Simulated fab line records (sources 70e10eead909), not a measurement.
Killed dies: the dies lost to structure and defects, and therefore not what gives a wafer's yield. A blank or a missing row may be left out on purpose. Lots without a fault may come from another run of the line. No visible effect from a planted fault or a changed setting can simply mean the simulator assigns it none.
Chamber matching ; flow nand harc ; NHARC_A_CONTACT_ETCH_92 on rie diel-04: 4 sister chambers
The step etches the open film in CH3F/O2, target depth 40 nm, time 85.7 s. 4 wafers are shown with their chamber, then 7 later ones without.

== WAFERS WITH THEIR CHAMBER ==
wafer;chamber;showerhead plenum p Torr (Torr)
L343.2;2;2.39
L343.3;0;2.59
L347.2;3;2.27
L347.3;1;2.59

== WAFERS WITH NO CHAMBER GIVEN ==
wafer;showerhead plenum p Torr (Torr)
L347.6;2.59
L352.1;2.59
L352.2;2.27
L352.4;2.58
L354.1;2.58
L354.3;2.59
L354.4;2.38

== WHICH CHAMBER EACH WENT THROUGH ==
wafer;from the rows above;in truth
L347.6;can't be placed: 0 or 1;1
L352.1;can't be placed: 0 or 1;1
L352.2;3;3
L352.4;can't be placed: 0 or 1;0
L354.1;can't be placed: 0 or 1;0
L354.3;can't be placed: 0 or 1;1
L354.4;2;2
Correct placement for 2 of the 7. These rows do not allow placing 5 (true chamber among the candidates in 5). Wrongly placed: 0.
How it was worked out, from the rows above alone: a wafer's distance from a chamber is the root of the sum, over the readings, of the square of ((its reading less the chamber's mean) divided by the reading's scatter). The wafer belongs to the nearest chamber; if the next one is less than 2 further off, it can't be placed. A chamber's mean is the mean of its shown wafers. The scatter (one wafer shown for each chamber): square how far every hidden wafer sits from the nearest shown wafer, average those squares and take the square root.
